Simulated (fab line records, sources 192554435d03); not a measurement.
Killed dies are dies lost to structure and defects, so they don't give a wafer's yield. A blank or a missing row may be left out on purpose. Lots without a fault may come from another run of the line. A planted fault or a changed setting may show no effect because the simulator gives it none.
Which tool did it? | flow n5_finfet | 23 lots, 69 wafers sampled, at 6 steps of a route of 1938

WHAT THE GAUGES READ, wafer by wafer
N5_BEOL_M11_THK_MEAS_53: measures by xrf.
lot  | measured     | on            | M11_THK (nm)
L074 | day 11 06:40 | film_metro-01 | 135 140 143
L076 | day 12 03:57 | film_metro-01 | 147 137 139
L075 | day 12 02:48 | film_metro-02 | 140 141 135
L077 | day 12 08:31 | film_metro-01 | 135 148 140
L079 | day 12 09:16 | film_metro-02 | 133 138 144
L078 | day 12 12:48 | film_metro-01 | 145 144 145
L080 | day 12 13:02 | film_metro-01 | 133 146 137
L081 | day 12 21:39 | film_metro-02 | 140 134 142
L083 | day 13 17:12 | film_metro-01 | 147 141 148
L082 | day 13 20:41 | film_metro-02 | 142 144 141
L084 | day 14 00:14 | film_metro-02 | 144 144 143
L086 | day 14 09:01 | film_metro-01 | 142 143 142
L087 | day 14 23:04 | film_metro-02 | 141 142 144
L088 | day 15 00:44 | film_metro-02 | 136 146 145
L085 | day 15 01:41 | film_metro-02 | 136 147 147
L090 | day 15 14:35 | film_metro-01 | 143 142 140
L091 | day 15 22:06 | film_metro-01 | 143 143 147
L089 | day 16 02:40 | film_metro-02 | 139 138 139
L096 | day 16 18:58 | film_metro-01 | 140 142 140
L092 | day 16 18:10 | film_metro-01 | 144 145 143
L094 | day 16 20:39 | film_metro-01 | 144 141 138
L095 | day 16 20:55 | film_metro-01 | 139 141 140
L097 | day 18 00:12 | film_metro-02 | 142 140 144

N5_BEOL_M12_CD_MEAS_17: target cd 140 nm.
lot  | measured     | on        | cd_nm (nm)
L074 | day 11 08:08 | cd_sem-02 | 134 138 137
L076 | day 12 05:19 | cd_sem-01 | 138 142 140
L075 | day 12 04:11 | cd_sem-02 | 137 138 137
L077 | day 12 09:47 | cd_sem-02 | 141 141 136
L079 | day 12 10:36 | cd_sem-02 | 141 139 143
L078 | day 12 14:03 | cd_sem-01 | 139 140 138
L080 | day 12 14:21 | cd_sem-01 | 134 138 136
L081 | day 12 23:14 | cd_sem-02 | 136 139 135
L083 | day 13 18:32 | cd_sem-01 | 135 140 138
L082 | day 13 21:53 | cd_sem-02 | 137 139 142
L084 | day 14 01:26 | cd_sem-02 | 141 138 136
L086 | day 14 10:14 | cd_sem-01 | 135 135 133
L087 | day 15 01:20 | cd_sem-01 | 139 138 136
L088 | day 15 02:26 | cd_sem-02 | 139 141 142
L085 | day 15 03:02 | cd_sem-01 | 139 134 135
L090 | day 15 15:56 | cd_sem-01 | 138 137 136
L091 | day 15 23:29 | cd_sem-02 | 136 139 131
L089 | day 16 04:05 | cd_sem-01 | 142 141 145
L096 | day 16 20:12 | cd_sem-01 | 140 142 135
L092 | day 16 19:26 | cd_sem-01 | 136 137 135
L094 | day 16 21:52 | cd_sem-02 | 138 134 139
L095 | day 16 22:15 | cd_sem-02 | 139 135 135
L097 | day 18 01:37 | cd_sem-02 | 141 141 140

WHICH TOOL RAN EACH LOT (tool, then ch and the chambers of the sampled wafers, then the start)
lot  | N5_BEOL_M11_DESCUM_16              | N5_BEOL_M11_ETCH_62                | N5_BEOL_M11_VIA_ETCH_34            | N5_BEOL_M11_CURE_72
L074 | rie_diel-01 ch 0,1,2, day 11 01:58 | rie_diel-01 ch 0,1,2, day 11 02:02 | rie_diel-04 ch 0,1,2, day 11 04:11 | uv_cure-03 ch 0, day 11 04:39
L076 | rie_diel-04 ch 0,3, day 11 19:51   | rie_diel-04 ch 0,3, day 11 19:56   | rie_diel-01 ch 0,1,2, day 12 00:43 | uv_cure-01 ch 1, day 12 01:22
L075 | rie_diel-04 ch 1,2, day 11 20:22   | rie_diel-04 ch 1,2, day 11 20:26   | rie_diel-04 ch 1,2,3, day 12 00:09 | uv_cure-03 ch 1, day 12 00:41
L077 | rie_diel-01 ch 0,2,3, day 12 02:56 | rie_diel-01 ch 0,2,3, day 12 03:01 | rie_diel-01 ch 1,2,3, day 12 05:42 | uv_cure-03 ch 1, day 12 06:11
L079 | rie_diel-04 ch 1,2,3, day 12 04:25 | rie_diel-04 ch 1,2,3, day 12 04:30 | rie_diel-01 ch 1,2,3, day 12 06:27 | uv_cure-02 ch 2, day 12 06:56
L078 | rie_diel-04 ch 0,1, day 12 07:10   | rie_diel-04 ch 0,1, day 12 07:16   | rie_diel-03 ch 0,3, day 12 08:43   | uv_cure-01 ch 0, day 12 09:21
L080 | rie_diel-04 ch 0,1,3, day 12 07:28 | rie_diel-04 ch 0,1,3, day 12 07:33 | rie_diel-01 ch 0,1,2, day 12 10:22 | uv_cure-03 ch 1, day 12 10:57
L081 | rie_diel-04 ch 1,3, day 12 14:36   | rie_diel-04 ch 1,3, day 12 14:41   | rie_diel-04 ch 2,3, day 12 18:05   | uv_cure-03 ch 1, day 12 18:37
L083 | rie_diel-01 ch 0,3, day 13 08:44   | rie_diel-01 ch 0,3, day 13 08:49   | rie_diel-01 ch 0,2, day 13 13:14   | uv_cure-01 ch 2, day 13 13:49
L082 | rie_diel-01 ch 0,1,3, day 13 14:44 | rie_diel-01 ch 0,1,3, day 13 14:49 | rie_diel-04 ch 0,3, day 13 17:20   | uv_cure-03 ch 0, day 13 18:09
L084 | rie_diel-03 ch 2,3, day 13 18:36   | rie_diel-03 ch 2,3, day 13 18:41   | rie_diel-03 ch 0,1,3, day 13 21:52 | uv_cure-02 ch 2, day 13 22:20
L086 | rie_diel-03 ch 0,1,2, day 14 03:04 | rie_diel-03 ch 0,1,2, day 14 03:08 | rie_diel-03 ch 1,2,3, day 14 05:28 | uv_cure-01 ch 2, day 14 05:56
L087 | rie_diel-04 ch 1,2,3, day 14 11:11 | rie_diel-04 ch 1,2,3, day 14 11:16 | rie_diel-04 ch 0,1,2, day 14 20:31 | uv_cure-01 ch 1, day 14 21:17
L088 | rie_diel-04 ch 0,1,3, day 14 18:26 | rie_diel-04 ch 0,1,3, day 14 18:31 | rie_diel-01 ch 0,1,3, day 14 21:03 | uv_cure-01 ch 0, day 14 22:11
L085 | rie_diel-01 ch 1,2, day 14 19:13   | rie_diel-01 ch 1,2, day 14 19:19   | rie_diel-01 ch 0,1,3, day 14 21:31 | uv_cure-02 ch 2, day 14 22:34
L090 | rie_diel-01 ch 0,2,3, day 15 08:43 | rie_diel-01 ch 0,2,3, day 15 08:47 | rie_diel-04 ch 0,2,3, day 15 11:05 | uv_cure-01 ch 0, day 15 11:34
L091 | rie_diel-04 ch 0,1,3, day 15 16:49 | rie_diel-04 ch 0,1,3, day 15 16:54 | rie_diel-04 ch 0,2,3, day 15 17:59 | uv_cure-01 ch 1, day 15 18:31
L089 | rie_diel-04 ch 1,2,3, day 15 19:32 | rie_diel-04 ch 1,2,3, day 15 19:37 | rie_diel-04 ch 0,1,2, day 15 22:40 | uv_cure-03 ch 0, day 15 23:11
L096 | rie_diel-04 ch 2,3, day 16 10:29   | rie_diel-04 ch 2,3, day 16 10:35   | rie_diel-03 ch 2,3, day 16 15:23   | uv_cure-03 ch 2, day 16 15:52
L092 | rie_diel-01 ch 2,3, day 16 11:26   | rie_diel-01 ch 2,3, day 16 11:32   | rie_diel-01 ch 0,3, day 16 15:02   | uv_cure-01 ch 0, day 16 15:33
L094 | rie_diel-04 ch 0,3, day 16 16:11   | rie_diel-04 ch 0,3, day 16 16:16   | rie_diel-01 ch 2,3, day 16 17:28   | uv_cure-01 ch 1, day 16 17:59
L095 | rie_diel-01 ch 1,2,3, day 16 16:15 | rie_diel-01 ch 1,2,3, day 16 16:20 | rie_diel-03 ch 1,2,3, day 16 17:37 | uv_cure-03 ch 2, day 16 18:07
L097 | rie_diel-01 ch 0,2,3, day 17 20:14 | rie_diel-01 ch 0,2,3, day 17 20:19 | rie_diel-03 ch 2,3, day 17 21:24   | uv_cure-02 ch 2, day 17 21:53
- N5_BEOL_M11_DESCUM_16: chemistry O2, time 7.9 s.
- N5_BEOL_M11_ETCH_62: etches SOC in N2/H2, target depth 110 nm, overetch 22 nm, time 165 s.
- N5_BEOL_M11_VIA_ETCH_34: etches SiCOH lowk in C4F6/O2, target depth 184.5 nm, time 69.2 s.
- N5_BEOL_M11_CURE_72: cures SiCOH lowk, time 120 s.

WHAT THE TOOLS THEMSELVES READ (means of the sampled wafers that have a number; where no wafer has one, the mark that the record gives instead)
N5_BEOL_M11_DESCUM_16.
lot  | tool        | bias_power_w (W) | chamber_pressure_mTorr (mTorr) | drypump_motor_current_A (A) | oes_product_au (a.u.) | rf_vpp_V (V) | showerhead_plenum_p_Torr (Torr) | throttle_valve_pct (%)
L074 | rie_diel-01 | 19.95            | 20.002                         | 5.3                         | 0.84                  | 243.3        | 2.08                            | 20.50
L076 | rie_diel-04 | 20.05            | 19.983                         | 5.7                         | 0.82                  | 243.2        | 2.08                            | 20.38
L075 | rie_diel-04 | 19.97            | 20.030                         | 5.0                         | 0.72                  | 241.9        | 2.01                            | 20.48
L077 | rie_diel-01 | 20.02            | 19.991                         | 5.5                         | 0.89                  | 243.7        | 2.14                            | 20.29
L079 | rie_diel-04 | 20.05            | 19.996                         | 5.6                         | 0.73                  | 242.6        | 2.04                            | 20.52
L078 | rie_diel-04 | 20.04            | 20.008                         | 5.4                         | 0.83                  | 243.3        | 2.09                            | 20.39
L080 | rie_diel-04 | 19.99            | 19.991                         | 5.8                         | 0.79                  | 243.5        | 2.08                            | 20.48
L081 | rie_diel-04 | 20.02            | 20.011                         | 6.1                         | 0.75                  | 243.4        | 2.07                            | 20.58
L083 | rie_diel-01 | 19.98            | 19.981                         | 5.5                         | 0.89                  | 244.8        | 2.18                            | 20.25
L082 | rie_diel-01 | 20.01            | 20.003                         | 5.3                         | 0.83                  | 243.5        | 2.12                            | 20.48
L084 | rie_diel-03 | 20.03            | 19.996                         | 5.4                         | 0.80                  | 243.4        | 2.07                            | 20.40
L086 | rie_diel-03 | 19.96            | 20.006                         | 5.2                         | 0.80                  | 243.7        | 2.13                            | 20.47
L087 | rie_diel-04 | 20.01            | 20.011                         | 5.6                         | 0.82                  | 244.0        | 2.12                            | 20.38
L088 | rie_diel-04 | 20.04            | 19.996                         | 5.8                         | 0.77                  | 243.1        | 2.08                            | 20.51
L085 | rie_diel-01 | 20.02            | 19.995                         | 5.3                         | 0.79                  | 242.9        | 2.01                            | 20.50
L090 | rie_diel-01 | 20.00            | 20.003                         | 5.5                         | 0.86                  | 243.3        | 2.13                            | 20.34
L091 | rie_diel-04 | 20.07            | 19.991                         | 5.8                         | 0.78                  | 243.1        | 2.07                            | 20.53
L089 | rie_diel-04 | 20.02            | 19.990                         | 5.6                         | 0.80                  | 243.8        | 2.12                            | 20.41
L096 | rie_diel-04 | 20.04            | 19.997                         | 5.9                         | 0.80                  | 243.8        | 2.11                            | 20.40
L092 | rie_diel-01 | 20.03            | 20.006                         | 5.5                         | 0.83                  | 243.9        | 2.07                            | 20.29
L094 | rie_diel-04 | 19.98            | 19.996                         | 6.0                         | 0.75                  | 242.7        | 2.06                            | 20.52
L095 | rie_diel-01 | 20.01            | 19.983                         | 5.4                         | 0.79                  | 242.7        | 2.05                            | 20.46
L097 | rie_diel-01 | 20.01            | 20.003                         | 5.4                         | 0.83                  | 243.3        | 2.12                            | 20.35

N5_BEOL_M11_ETCH_62.
lot  | tool        | chamber_pressure_mTorr (mTorr) | drypump_motor_current_A (A) | oes_product_au (a.u.) | rf_vpp_V (V) | showerhead_plenum_p_Torr (Torr) | throttle_valve_pct (%)
L074 | rie_diel-01 | 30.021                         | 5.3                         | 0.72                  | 524.5        | 2.52                            | 17.80
L076 | rie_diel-04 | 29.992                         | 5.7                         | 0.70                  | 523.8        | 2.57                            | 18.00
L075 | rie_diel-04 | 29.968                         | 5.1                         | 0.61                  | 520.8        | 2.45                            | 17.96
L077 | rie_diel-01 | 29.991                         | 5.5                         | 0.75                  | 525.3        | 2.57                            | 17.52
L079 | rie_diel-04 | 30.010                         | 5.6                         | 0.62                  | 522.8        | 2.50                            | 18.03
L078 | rie_diel-04 | 30.002                         | 5.4                         | 0.71                  | 524.7        | 2.56                            | 17.86
L080 | rie_diel-04 | 30.004                         | 5.8                         | 0.67                  | 523.6        | 2.55                            | 17.98
L081 | rie_diel-04 | 29.987                         | 6.2                         | 0.62                  | 523.7        | 2.54                            | 18.11
L083 | rie_diel-01 | 30.017                         | 5.5                         | 0.74                  | 525.1        | 2.60                            | 17.43
L082 | rie_diel-01 | 30.009                         | 5.3                         | 0.69                  | 524.6        | 2.55                            | 17.74
L084 | rie_diel-03 | 30.006                         | 5.4                         | 0.68                  | 523.3        | 2.53                            | 17.86
L086 | rie_diel-03 | 30.016                         | 5.2                         | 0.68                  | 524.8        | 2.58                            | 17.79
L087 | rie_diel-04 | 30.011                         | 5.6                         | 0.69                  | 524.8        | 2.60                            | 17.89
L088 | rie_diel-04 | 29.998                         | 5.8                         | 0.66                  | 523.8        | 2.54                            | 18.00
L085 | rie_diel-01 | 30.003                         | 5.3                         | 0.68                  | 521.2        | 2.43                            | 17.83
L090 | rie_diel-01 | 30.019                         | 5.5                         | 0.72                  | 525.2        | 2.56                            | 17.55
L091 | rie_diel-04 | 29.980                         | 5.8                         | 0.64                  | 523.4        | 2.54                            | 18.01
L089 | rie_diel-04 | 30.026                         | 5.6                         | 0.68                  | 524.7        | 2.59                            | 17.90
L096 | rie_diel-04 | 30.001                         | 5.9                         | 0.67                  | 524.6        | 2.60                            | 18.07
L092 | rie_diel-01 | 30.019                         | 5.5                         | 0.71                  | 522.2        | 2.48                            | 17.53
L094 | rie_diel-04 | 30.005                         | 6.0                         | 0.63                  | 523.1        | 2.54                            | 18.19
L095 | rie_diel-01 | 29.999                         | 5.4                         | 0.67                  | 522.3        | 2.46                            | 17.74
L097 | rie_diel-01 | 29.983                         | 5.5                         | 0.70                  | 524.8        | 2.56                            | 17.59

N5_BEOL_M11_VIA_ETCH_34.
lot  | tool        | chamber_pressure_mTorr (mTorr) | drypump_motor_current_A (A) | oes_o_777_au (a.u.) | oes_product_au (a.u.) | rf_vpp_V (V) | showerhead_plenum_p_Torr (Torr) | throttle_valve_pct (%)
L074 | rie_diel-04 | 30.007                         | 5.3                         | 0.78                | 0.78                  | 667          | 2.80                            | 20.9
L076 | rie_diel-01 | 29.980                         | 5.3                         | 0.80                | 0.83                  | 688          | 2.82                            | 20.9
L075 | rie_diel-04 | 30.010                         | 5.6                         | 0.72                | 0.73                  | 660          | 2.78                            | 20.9
L077 | rie_diel-01 | 29.996                         | 5.4                         | 0.80                | 0.84                  | 674          | 2.80                            | 20.9
L079 | rie_diel-01 | 30.013                         | 5.4                         | 0.81                | 0.83                  | 675          | 2.80                            | 20.9
L078 | rie_diel-03 | 30.016                         | 5.8                         | 0.85                | 0.85                  | 661          | 2.87                            | 21.0
L080 | rie_diel-01 | 30.009                         | 5.3                         | 0.79                | 0.82                  | 689          | 2.82                            | 20.9
L081 | rie_diel-04 | 29.988                         | 5.9                         | 0.69                | 0.71                  | 653          | 2.78                            | 21.0
L083 | rie_diel-01 | 30.005                         | 5.4                         | 0.85                | 0.87                  | 695          | 2.89                            | 20.7
L082 | rie_diel-04 | 30.021                         | 5.7                         | 0.80                | 0.82                  | 671          | 2.87                            | 21.1
L084 | rie_diel-03 | 29.990                         | 5.6                         | 0.81                | 0.80                  | 665          | 2.86                            | 21.0
L086 | rie_diel-03 | 30.008                         | 5.6                         | 0.78                | 0.76                  | 664          | 2.82                            | 21.1
L087 | rie_diel-04 | 29.999                         | 5.2                         | 0.85                | 0.86                  | 670          | 2.89                            | 20.8
L088 | rie_diel-01 | 30.028                         | 5.3                         | 0.80                | 0.82                  | 670          | 2.87                            | 20.9
L085 | rie_diel-01 | 30.003                         | 5.3                         | 0.81                | 0.81                  | 671          | 2.87                            | 21.0
L090 | rie_diel-04 | 30.015                         | 5.5                         | 0.81                | 0.83                  | 662          | 2.90                            | 20.9
L091 | rie_diel-04 | 29.987                         | 5.5                         | 0.82                | 0.83                  | 663          | 2.90                            | 20.9
L089 | rie_diel-04 | 30.027                         | 5.3                         | 0.84                | 0.84                  | 670          | 2.89                            | 20.8
L096 | rie_diel-03 | 29.993                         | 5.8                         | 0.79                | 0.79                  | 661          | 2.81                            | 21.2
L092 | rie_diel-01 | 29.978                         | 5.5                         | 0.87                | 0.85                  | 664          | 2.93                            | 20.7
L094 | rie_diel-01 | 29.977                         | 5.5                         | 0.82                | 0.83                  | 683          | 2.79                            | 20.6
L095 | rie_diel-03 | 30.012                         | 5.6                         | 0.76                | 0.75                  | 665          | 2.81                            | 21.1
L097 | rie_diel-03 | 29.993                         | 5.4                         | 0.78                | 0.77                  | 658          | 2.84                            | 21.1

N5_BEOL_M11_CURE_72.
lot  | tool       | lamp_power_pct (%) | wafer_temp_C_max
L074 | uv_cure-03 | 52.33              | 371.2
L076 | uv_cure-01 | 52.29              | 371.6
L075 | uv_cure-03 | 52.34              | 371.9
L077 | uv_cure-03 | 52.28              | 372.2
L079 | uv_cure-02 | 52.32              | 371.5
L078 | uv_cure-01 | 52.34              | 371.4
L080 | uv_cure-03 | 52.25              | 371.8
L081 | uv_cure-03 | 52.34              | 371.9
L083 | uv_cure-01 | 52.26              | 370.8
L082 | uv_cure-03 | 52.33              | 371.2
L084 | uv_cure-02 | 52.32              | 371.6
L086 | uv_cure-01 | 52.28              | 371.2
L087 | uv_cure-01 | 52.32              | 371.4
L088 | uv_cure-01 | 52.31              | 372.0
L085 | uv_cure-02 | 52.27              | 371.4
L090 | uv_cure-01 | 52.29              | 371.2
L091 | uv_cure-01 | 52.37              | 370.8
L089 | uv_cure-03 | 52.31              | 371.7
L096 | uv_cure-03 | 52.31              | 372.2
L092 | uv_cure-01 | 52.30              | 371.2
L094 | uv_cure-01 | 52.31              | 371.0
L095 | uv_cure-03 | 52.34              | 372.1
L097 | uv_cure-02 | 52.37              | 371.9

THE ANSWER, worked out from the rows above alone
Rule: what is usual is taken from the lots themselves. Put in order of their means at a reading, lots are off if they are a third of the lots or fewer, leave a main group of 4 or more, and stand apart from it by a gap of 3 or more times the standard deviation of the main group's means; of several such gaps the widest counts. A main group whose means are all the same, to the digits that the tables above print for the reading, isn't used. A lot without any number at a reading at which 4 lots or more have one is off too. The other lots that the step has rows for count as sound. The gauges are gone through in route order, then the tools' own readings, and for those a lot's mean is taken as printed above. The first step at which some lot is off is used, and at that step the reading that is off furthest; a lot without a number counts as furthest.
No lot is off at any reading shown: from this, nothing can be told.

WHAT THE SIMULATOR HAD PUT IN
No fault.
